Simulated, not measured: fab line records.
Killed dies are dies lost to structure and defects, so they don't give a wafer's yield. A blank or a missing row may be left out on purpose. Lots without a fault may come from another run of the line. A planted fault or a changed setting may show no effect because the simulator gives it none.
fab line records | flow n5_finfet
record: lots: 10 wafers: 28 last_day: 17
route steps=1938 shown BEOL_M3@1001 BEOL_M4@1021 PASSIVATION@1936
lots untouched by any fault: they come from a run of this same line in which no faults occurred
start_h: hours from the record's first day to the start of the lot's first wafer shown | wait_h: time in hours since the lot's previous step | " as in the row above | L1.1+2: one row covering several wafers at once | - no value, or no start given | * or withheld: withheld | < > ~ a bound
route shown NAME@n: names a module that has steps shown in the file, with the first one's number in the route | usual: mean/standard deviation of fault-free wafers | same: alike in all rows | chamber/n: place in a boat | sites: the reading at each site | _std_site: standard deviation of those values | _edge_site: the outer-site mean with the inner-site mean subtracted | radius_mm: for every site, how far away it sits from the centre of the wafer | mask NAME#n: copy n | behind: the most recent tool/chamber to have shaped the wafer | hold: why the lot was held/for how many hours/how that ended | device: names the non-switching transistor (n, p or np) | end of line: the tests these same wafers got at the end of their route | for a step that has no rows: nothing shown but its recipe | killed: at the first sort, the dies lost to defects and structure; wafer yield is something else | map: a wafer's dies, marking killed ones x, the rest . and places with no die _
set.NAME: the run value of the setting; set.NAME@STEP: its run value at that earlier step | model.NAME: the simulator's own value behind a step, which no gauge read
the route's steps for a sample of lots (tables are steps, rows are wafers)
services: the hour from which a tool's chamber was out of use, counted from the record's first day as start_h (under 0 if before that day), plus the number of hours and why
== steps ==
step: N5_BEOL_M3_ANNEAL_87
recipe: temp_c: 400 time_s: 240 ambient: vacuum
usual: heater_power_w: 780/86
columns lot.wafer tool chamber start_h wait_h heater_power_w
L739.1 pvd_sputter-01 - 144.82 0.0 661
L739.4 " - " " 871
L739.6 " - " " 765
L741.1 pvd_sputter-02 - 171.36 0.0 990
L741.3 " - " " 791
L741.5 " - " " 787
L742.2 pvd_sputter-03 - 171.46 0.0 774
L742.3 " - " " 864
L742.4 " - " " 834
L745.2 pvd_sputter-03 - 184.62 0.0 794
L745.4 " - " " 860
L745.5 " - " " 800
L746.1 pvd_sputter-03 - 196.41 0.0 764
L746.5 " - " " 779
L746.6 " - " " 823
L749.1 pvd_sputter-01 - 206.29 0.0 872
L749.2 " - " " 765
L749.3 " - " " 664
L750.2 pvd_sputter-03 - 225.05 0.0 787
L750.3 " - " " 849
L750.6 " - " " 807
L756.1 pvd_sputter-01 - 258.36 0.0 778
L756.4 " - " " 662
L756.5 " - " " 646
L759.2 pvd_sputter-01 - 282.92 0.0 763
L759.3 " - " " 700
L761.1 pvd_sputter-02 - 283.33 0.0 704
L761.4 " - " " 712
step: N5_BEOL_M3_ANNEAL_95
recipe: temp_c: 400 time_s: 240 ambient: vacuum
usual: heater_power_w: 779/89
columns lot.wafer tool chamber start_h wait_h heater_power_w
L739.1 pvd_sputter-01 - 145.70 0.0 657
L739.4 " - " " 867
L739.6 " - " " 799
L741.1 pvd_sputter-02 - 172.24 0.0 987
L741.3 " - " " 776
L741.5 " - " " 778
L742.2 pvd_sputter-03 - 172.34 0.0 765
L742.3 " - " " 835
L742.4 " - " " 795
L745.2 pvd_sputter-03 - 185.50 0.0 781
L745.4 " - " " 841
L745.5 " - " " 828
L746.1 pvd_sputter-03 - 197.29 0.0 767
L746.5 " - " " 786
L746.6 " - " " 787
L749.1 pvd_sputter-01 - 207.17 0.0 895
L749.2 " - " " 774
L749.3 " - " " 673
L750.2 pvd_sputter-03 - 225.93 0.0 834
L750.3 " - " " 865
L750.6 " - " " 791
L756.1 pvd_sputter-01 - 259.24 0.0 761
L756.4 " - " " 651
L756.5 " - " " 670
L759.2 pvd_sputter-01 - 283.80 0.0 786
L759.3 " - " " 686
L761.1 pvd_sputter-02 - 284.21 0.0 670
L761.4 " - " " 747
step: N5_BEOL_M3_ANNEAL_51
recipe: temp_c: 225 time_s: 90 ambient: N2
usual: wafer_temp_C_max: 226.11/0.26
columns lot.wafer tool chamber start_h wait_h wafer_temp_C_max
L739.1 rtp_anneal-02 0 146.04 0.1 226.51
L739.4 " 0 " " 225.96
L739.6 " 0 " " 226.50
L741.1 rtp_anneal-02 0 172.58 0.1 225.85
L741.3 " 0 " " 226.30
L741.5 " 0 " " 225.90
L742.2 rtp_anneal-01 0 172.72 0.1 225.42
L742.3 " 0 " " 225.45
L742.4 " 0 " " 226.00
L745.2 rtp_anneal-02 0 186.21 0.4 226.04
L745.4 " 0 " " 226.15
L745.5 " 0 " " 226.58
L746.1 rtp_anneal-02 0 197.62 0.1 225.68
L746.5 " 0 " " 226.40
L746.6 " 0 " " 226.57
L749.1 rtp_anneal-01 0 207.50 0.1 225.96
L749.2 " 0 " " 226.47
L749.3 " 0 " " 226.11
L750.2 rtp_anneal-02 0 226.31 0.1 226.10
L750.3 " 0 " " 226.20
L750.6 " 0 " " 226.44
L756.1 rtp_anneal-01 0 259.57 0.1 226.37
L756.4 " 0 " " 226.48
L756.5 " 0 " " 225.97
L759.2 rtp_anneal-01 0 284.18 0.1 225.93
L759.3 " 0 " " 225.93
L761.1 rtp_anneal-02 0 284.55 0.1 225.81
L761.4 " 0 " " 226.32
step: N5_BEOL_M4_ILD_DEP_00
recipe: material: SiOC target_thk_a: 790 temp_c: 350 precursor: DEMS/O2 pressure_torr: 5 rf_w: 500 time_s: 15.3
usual: heater_power_outer_w: 278/44 heater_power_w: 494/53 rf_fwd_power_W: 494.5/2.2 showerhead_plenum_p_Torr: 5.697/0.014 throttle_valve_pct: 12.2/0.66
columns lot.wafer tool chamber start_h wait_h heater_power_outer_w heater_power_w rf_fwd_power_W showerhead_plenum_p_Torr throttle_valve_pct
L739.1 pecvd-01 2 146.95 0.0 222 437 492.7 5.684 10.8
L739.4 " 1 " " 260 448 494.8 5.688 13.0
L739.6 " 0 " " 248 462 495.8 5.681 11.9
L741.1 pecvd-03 2 173.49 0.0 216 442 494.1 5.711 11.3
L741.3 " 1 " " 251 437 492.1 5.700 12.5
L741.5 " 2 " " 216 433 492.8 5.698 11.5
L742.2 pecvd-02 2 173.61 0.0 251 449 493.9 5.682 11.6
L742.3 " 0 " " 328 555 495.4 5.695 12.4
L742.4 " 0 " " 323 572 495.2 5.693 12.2
L745.2 pecvd-02 1 187.09 0.0 311 511 496.7 5.692 12.8
L745.4 " 2 " " 205 398 494.5 5.698 11.6
L745.5 " 0 " " 329 549 495.1 5.688 12.4
L746.1 pecvd-01 0 198.58 0.1 246 453 497.5 5.694 12.1
L746.5 " 1 " " 327 536 496.3 5.684 13.1
L746.6 " 2 " " 278 513 495.4 5.688 10.8
L749.1 pecvd-03 0 208.45 0.0 326 572 496.5 5.725 12.8
L749.2 " 1 " " 266 466 493.3 5.689 12.7
L749.3 " 2 " " 188 408 494.4 5.703 11.5
L750.2 pecvd-01 0 227.18 0.0 216 413 498.9 5.706 12.1
L750.3 " 1 " " 332 535 494.8 5.700 13.2
L750.6 " 1 " " 325 528 495.1 5.672 12.9
L756.1 pecvd-03 2 260.49 0.0 271 495 - 5.702 11.5
L756.4 " 1 " " 314 518 492.5 5.689 12.7
L756.5 " 0 " " 340 574 495.7 5.719 12.7
L759.2 pecvd-03 0 285.05 0.0 323 578 496.5 5.709 12.9
L759.3 " 1 " " 299 509 - 5.700 12.9
L761.1 pecvd-03 1 285.46 0.0 307 516 - 5.701 12.1
L761.4 " 0 " " 302 525 494.5 5.737 12.8
step: N5_BEOL_M4_THK_MEAS_01
recipe: reads: SiOC_of_BEOL_M4_ILD_DEP_00
usual: M4_ILD_THK: 79.3/1
columns lot.wafer tool chamber start_h wait_h M4_ILD_THK[nm]
L739.1 film_metro-01 - 147.02 0.0 78.5
L739.4 " - " " 79.2
L739.6 " - " " 77.9
L741.1 film_metro-01 - 173.56 0.0 78.0
L741.3 " - " " 78.6
L741.5 " - " " 80.7
L742.2 film_metro-02 - 173.68 0.1 78.4
L742.3 " - " " 81.3
L742.4 " - " " 81.7
L745.2 film_metro-02 - 187.16 0.1 79.0
L745.4 " - " " 78.5
L745.5 " - " " 81.0
L746.1 film_metro-02 - 198.64 0.0 77.8
L746.5 " - " " 80.0
L746.6 " - " " 80.0
L749.1 film_metro-02 - 208.52 0.0 77.6
L749.2 " - " " 78.1
L749.3 " - " " 77.5
L750.2 film_metro-02 - 227.27 0.1 77.6
L750.3 " - " " 80.3
L750.6 " - " " 79.9
L756.1 film_metro-02 - 260.55 0.0 59.5
L756.4 " - " " 80.5
L756.5 " - " " 79.7
L759.2 film_metro-02 - 285.11 0.1 79.6
L759.3 " - " " 59.8
L761.1 film_metro-01 - 285.53 0.0 60.2
L761.4 " - " " 80.0
step: N5_BEOL_M4_RC_MEAS_101
usual: DIBL_N: 36.8/1.5 DIBL_P: 37.1/2.1 IOFF_N: 0.168/0.03 IOFF_P: 0.22/0.034 ION_N: 679/12 ION_P: 466/8 SS_N: 71.7/0.58 SS_P: 73.5/0.67 VT_N: 248.8/2.7 VT_P: -250/3.3
columns lot.wafer tool chamber start_h wait_h DIBL_N[mV/V] DIBL_P[mV/V] IOFF_N[nA/um] IOFF_P[nA/um] ION_N[uA/um] ION_P[uA/um] SS_N[mV/dec] SS_P[mV/dec] VT_N[mV] VT_P[mV]
L739.1 prober-02 0 156.19 0.0 38.6 39.9 0.204 0.24 683 463 73.2 74.1 247.3 -249
L739.4 " 0 " " 34.9 35.0 0.135 0.17 662 455 71.3 73.5 250.8 -256
L739.6 " 0 " " 38.5 39.9 0.213 0.25 679 466 71.6 74.3 244.0 -247
L741.1 prober-01 0 181.48 0.0 37.0 36.1 0.146 0.19 678 461 71.5 73.5 249.8 -253
L741.3 " 0 " " 36.9 36.0 0.146 0.20 675 462 70.6 72.9 247.4 -249
L741.5 " 0 " " 37.1 36.1 0.148 0.20 672 461 70.9 73.4 248.0 -250
L742.2 prober-02 0 181.93 0.2 36.8 36.8 0.162 0.26 690 482 71.3 73.5 248.8 -246
L742.3 " 0 " " 37.9 38.8 0.184 0.29 689 479 71.8 74.2 249.6 -242
L742.4 " 0 " " 37.9 37.6 0.190 0.26 704 486 71.9 73.5 246.3 -246
L745.2 prober-01 0 198.07 0.2 35.4 37.0 0.167 0.22 671 469 71.3 74.0 247.2 -249
L745.4 " 0 " " 35.5 37.0 0.166 0.21 680 463 71.8 72.8 245.1 -248
L745.5 " 0 " " 35.6 37.2 0.183 0.22 684 470 71.2 73.4 244.9 -247
L746.1 prober-02 0 207.27 0.0 39.4 37.8 0.201 0.25 695 471 71.9 74.3 248.2 -249
L746.5 " 0 " " 37.6 36.6 0.169 0.23 684 466 72.0 73.3 250.7 -246
L746.6 " 0 " " 37.8 37.7 0.178 0.25 695 478 72.0 73.8 247.1 -243
L749.1 prober-02 0 216.12 0.0 40.3 41.8 0.264 0.28 698 468 72.5 74.9 243.8 -250
L749.2 " 0 " " 36.5 36.5 0.150 0.18 660 452 70.7 74.0 251.1 -253
L749.3 " 0 " " 38.9 41.4 0.217 0.27 677 467 72.4 74.1 244.8 -249
L750.2 prober-01 0 237.39 0.2 35.2 34.7 0.149 0.19 680 466 71.2 73.7 248.8 -253
L750.3 " 0 " " 34.9 33.7 0.131 0.18 663 459 71.7 73.0 252.6 -254
L750.6 " 0 " " 33.5 31.6 0.115 0.15 658 449 71.1 72.5 254.1 -255
L756.1 prober-01 0 269.38 0.0 35.7 36.8 0.139 0.22 681 472 71.1 73.4 252.4 -251
L756.4 " 0 " " 33.8 33.9 0.118 0.17 674 468 70.9 72.4 253.6 -252
L756.5 " 0 " " 37.9 39.5 0.169 0.27 676 471 71.7 73.9 244.6 -246
L759.2 prober-02 0 294.62 0.2 38.9 37.8 0.177 0.19 678 460 72.3 73.9 247.2 -256
L759.3 " 0 " " 36.8 35.5 0.135 0.17 675 459 70.8 73.3 254.0 -256
L761.1 prober-02 0 296.59 0.0 33.4 33.0 0.126 0.19 679 469 71.3 72.9 252.8 -251
L761.4 " 0 " " 34.7 34.8 0.147 0.22 681 472 71.5 73.4 252.4 -247
step: N5_PASSIVATION_PROBE_49
usual: defect_limited_yield: 91.0/1.5 killed_at_M0_to_M3: 34/11 killed_at_M4_up: 14/5.3 killed_at_contacts: 13/7 killed_at_front_end: 41/13 killed_at_other: 4/3.1 killed_dies: 106/17 killed_on_rim: 14/3.9 killed_open: 70/12 killed_short: 35/8 sort_bin_5_function: 5.2/0.98 sort_bin_6_memory: 3.4/0.69 sort_n_pass: 1074/17 sort_yield_pct: 91.0/1.5
same: gross_dies: 1180 killed_at_back_side: 0 sort_bin_4_leakage[%]: 0 sort_bin_8_speed[%]: 0
columns lot.wafer tool chamber start_h wait_h defect_limited_yield[%] killed_at_M0_to_M3 killed_at_M4_up killed_at_contacts killed_at_front_end killed_at_other killed_dies killed_on_rim killed_open killed_short sort_bin_5_function[%] sort_bin_6_memory[%] sort_n_pass sort_yield_pct[%]
L746.1 prober-02 - 301.94 0.0 90.2 48 7 8 49 4 116 13 76 40 5.9 3.6 1064 90.2
L746.5 prober-02 - 302.14 0.2 91.8 23 23 27 22 2 97 14 72 24 5.8 2.2 1083 91.8
L746.6 prober-02 - 302.19 0.3 90.0 37 16 16 46 3 118 16 80 38 5.6 3.9 1062 90.0
L756.1 prober-02 - 377.16 0.0 89.3 43 13 13 54 3 126 20 78 45 6.5 3.7 1054 89.3
L756.4 prober-02 - 377.31 0.2 90.3 40 10 20 40 4 114 7 71 41 4.8 4.1 1066 90.3
L756.5 prober-02 - 377.36 0.2 91.1 41 9 28 25 2 105 14 73 31 5.1 3.6 1075 91.1
killed by level:class
L746.1 STI_FIN_REVEAL:geometric_particle:open=13 FIN_SAQP:geometric_particle:open=12 BEOL_M2:geometric_particle:open=12 BEOL_M0_SAQP:geometric_particle:short=11 GATE_CUT:geometric_particle:short=8 BEOL_M0_SAQP:geometric_particle:open=6 BEOL_M1:geometric_particle:open=6 BEOL_M4:geometric_particle:open=6
L746.5 MOL_CONTACT_COAG:geometric_particle:open=22 BEOL_M4:geometric_particle:open=13 STI_FIN_REVEAL:geometric_particle:open=9 BEOL_M2:geometric_particle:open=7 BEOL_M3:geometric_particle:open=6 FIN_SAQP:geometric_particle:short=5 MOL_CONTACT_COAG:geometric_particle:short=5 BEOL_M4:geometric_particle:short=4
L746.6 STI_FIN_REVEAL:geometric_particle:open=20 BEOL_M2:geometric_particle:open=14 MOL_CONTACT_COAG:geometric_particle:open=11 BEOL_M4:geometric_particle:open=9 BEOL_M0_SAQP:geometric_particle:open=7 GATE_CUT:geometric_particle:short=5 MOL_CONTACT_COAG:geometric_particle:short=5 FIN_SAQP:geometric_particle:short=4
L756.1 STI_FIN_REVEAL:geometric_particle:open=14 BEOL_M2:geometric_particle:open=14 FIN_SAQP:geometric_particle:short=11 MOL_CONTACT_COAG:geometric_particle:open=11 BEOL_M2:geometric_particle:short=7 BEOL_M3:geometric_particle:open=6 STARTING-WAFER:geometric_particle:short=6 BEOL_M0_SAQP:geometric_particle:open=5
L756.4 FIN_SAQP:geometric_particle:short=13 MOL_CONTACT_COAG:geometric_particle:open=12 BEOL_M3:geometric_particle:open=11 BEOL_M2:geometric_particle:open=10 MOL_CONTACT_COAG:geometric_particle:short=8 BEOL_M0_SAQP:geometric_particle:open=7 FIN_SAQP:geometric_particle:open=6 BEOL_M1:geometric_particle:open=5
L756.5 MOL_CONTACT_COAG:geometric_particle:open=22 BEOL_M2:geometric_particle:open=10 BEOL_M3:geometric_particle:open=8 MOL_CONTACT_COAG:geometric_particle:short=6 FIN_SAQP:geometric_particle:open=5 BEOL_M0:geometric_particle:open=5 DUMMY_GATE:geometric_particle:open=4 BEOL_M0_SAQP:geometric_particle:short=4
== services ==
columns tool chamber start_h hours kind
pecvd-02 - 136.68 2.8 pm
pvd_sputter-02 - 153.89 1.6 repair
pecvd-03 - 196.97 0.5 repair
pecvd-01 2 225.97 5.5 scheduled_down
pecvd-03 0 232.59 2.1 scheduled_down
pecvd-02 0 253.03 5.5 scheduled_down
pecvd-01 0 275.08 15.7 repair
== key ==
first_sign: step: N5_BEOL_M4_THK_MEAS_01 reading: M4_ILD_THK direction: down sigmas: 19 usual: 79.3 struck: 59.9
effect none on later readings
met_at N5_BEOL_M4_ILD_DEP_00
struck_lots L756,L759,L761
struck_wafers L756.1,L759.3,L761.1
not_acting_at N5_BEOL_M3_ANNEAL_87,N5_BEOL_M3_ANNEAL_95,N5_BEOL_M3_ANNEAL_51
onset_between 208.45 260.49
fault: kind: process_parameter_drift tool: pecvd-03 chamber: - onset_h: 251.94 steps: N5_BEOL_M4_ILD_DEP_00 channel: time_s offset: * shape: step end_h: 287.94 scope: struck_wafers_only acts_in: * stated: *
